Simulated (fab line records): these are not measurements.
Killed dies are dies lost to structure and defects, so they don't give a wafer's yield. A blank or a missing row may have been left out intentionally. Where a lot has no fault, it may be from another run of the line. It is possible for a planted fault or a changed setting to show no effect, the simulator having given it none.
Split-lot experiment    flow n5-finfet    route with 1938 steps; 7 lots, 39 wafers read

SPLIT DETAILS
At N5_WELL_APT_EXPOSE_05 (exposes mask NWELL, defocus 0 nm, target cd 200 nm), the setting dose-mj was moved away from the recipe's 20.3 on 15 of the 39 wafers read, by -5.4% to +7.0%. For the rest of the wafers, this setting stayed at what the recipe calls for.

FROM THE SPLIT TO THE READING: what the file shows between them, 3 steps
- N5_WELL_APT_PEB_06: peb time 90 s
- N5_WELL_APT_DEVELOP_07: develop time 45 s
- N5_WELL_APT_HARDBAKE_12: time 120 s

THE READING
cd-nm (nm) at N5_WELL_APT_CD_MEAS_08, where the cd target is 200 nm. Fault-free wafers of this fab line usually give 200.4 nm, standard deviation 1.1 nm.

wafer   tool, chamber at the split  dose-mj as run  against the recipe  cd-nm, nm  against lot-mates on the recipe
L079.1  krf-scanner-02, 0           20.3            recipe              199.9      -
L079.2  krf-scanner-02, 0           20.3            recipe              200.0      -
L079.3  krf-scanner-02, 0           20.3            recipe              198.4      -
L079.4  krf-scanner-02, 0           20.3            recipe              202.0      -
L079.5  krf-scanner-02, 0           20.3            recipe              201.0      -
L079.6  krf-scanner-02, 0           20.3            recipe              199.3      -
L081.1  krf-scanner-02, 0           20.3            recipe              203.2      -
L081.2  krf-scanner-02, 0           20.3            recipe              201.2      -
L081.3  krf-scanner-02, 0           21.72           +7.0%               211.8      +9.5
L081.4  krf-scanner-02, 0           21.72           +7.0%               212.1      +9.8
L081.5  krf-scanner-02, 0           20.3            recipe              202.4      -
L081.6  krf-scanner-02, 0           21.72           +7.0%               212.2      +9.9
L082.1  krf-scanner-02, 0           20.3            recipe              199.8      -
L082.2  krf-scanner-02, 0           19.88           -2.1%               195.3      -4.4
L082.3  krf-scanner-02, 0           19.88           -2.1%               196.6      -3.1
L082.4  krf-scanner-02, 0           20.3            recipe              198.2      -
L082.5  krf-scanner-02, 0           19.88           -2.1%               197.8      -1.9
L082.6  krf-scanner-02, 0           20.3            recipe              201.0      -
L084.1  krf-scanner-01, 0           20.3            recipe              201.3      -
L084.2  krf-scanner-01, 0           20.3            recipe              200.7      -
L084.3  krf-scanner-01, 0           19.75           -2.7%               196.9      -3.6
L084.4  krf-scanner-01, 0           19.75           -2.7%               196.5      -4.0
L084.5  krf-scanner-01, 0           19.75           -2.7%               195.9      -4.6
L084.6  krf-scanner-01, 0           20.3            recipe              199.4      -
L092.1  krf-scanner-01, 0           20.3            recipe              199.4      -
L092.2  krf-scanner-01, 0           20.3            recipe              198.9      -
L092.3  krf-scanner-01, 0           19.63           -3.3%               194.7      -4.7
L092.4  krf-scanner-01, 0           19.63           -3.3%               194.1      -5.3
L092.5  krf-scanner-01, 0           19.63           -3.3%               193.5      -5.9
L092.6  krf-scanner-01, 0           20.3            recipe              200.0      -
L096.1  krf-scanner-02, 0           20.3            recipe              200.7      -
L096.2  krf-scanner-02, 0           19.21           -5.4%               190.8      -10.0
L096.3  krf-scanner-02, 0           20.3            recipe              200.1      -
L096.4  krf-scanner-02, 0           20.3            recipe              201.5      -
L096.5  krf-scanner-02, 0           19.21           -5.4%               192.4      -8.4
L096.6  krf-scanner-02, 0           19.21           -5.4%               191.6      -9.2
L097.1  krf-scanner-01, 0           20.3            recipe              200.2      -
L097.2  krf-scanner-01, 0           20.3            recipe              198.6      -
L097.5  krf-scanner-01, 0           20.3            recipe              200.8      -

THE FIT
A straight line over all 39 wafers: cd-nm changes by +1.67 nm for each +1% of dose-mj; r = +0.97; the points scatter about the line by 1.1 nm.
The same after taking each lot's own level away (the mean of its wafers on the recipe; 39 wafers): +1.51 nm for each +1%; r = +0.98; scatter 0.91 nm.
The reading moves by 11 nm for the largest change in dose-mj, on that fit.
Across the lots, their own levels run from 199.43 to 202.27 nm, a range of 2.6 times the standard deviation given above.
In other words, the slope is changed by the lot-to-lot level; the two fits disagree.
Check: with one of the wafers moved furthest among these (+7.0%) left out of the fit, the line predicts +10.6 nm for it against its lot-mates. Against them it came out at +9.53 nm.

THE WHOLE CHAIN: every reading that the file lists as answering this split, in the file's order
step                    what it does              reading                                                          change (the file's fit)               r (the file's)
N5_WELL_APT_CD_MEAS_08  target cd 200 nm          cd-nm                                                            +1.52 nm for each +1% of the setting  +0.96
N5_WELL_APT_DESCUM_13   chemistry O2, time 7.9 s  WELL_APT.cd-nm (the simulator's own value, which no gauge read)  +1.53 nm for each +1% of the setting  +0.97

THE FILE'S OWN FIT
cd-nm changes by +1.52 nm for each +1% of dose-mj, r = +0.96.
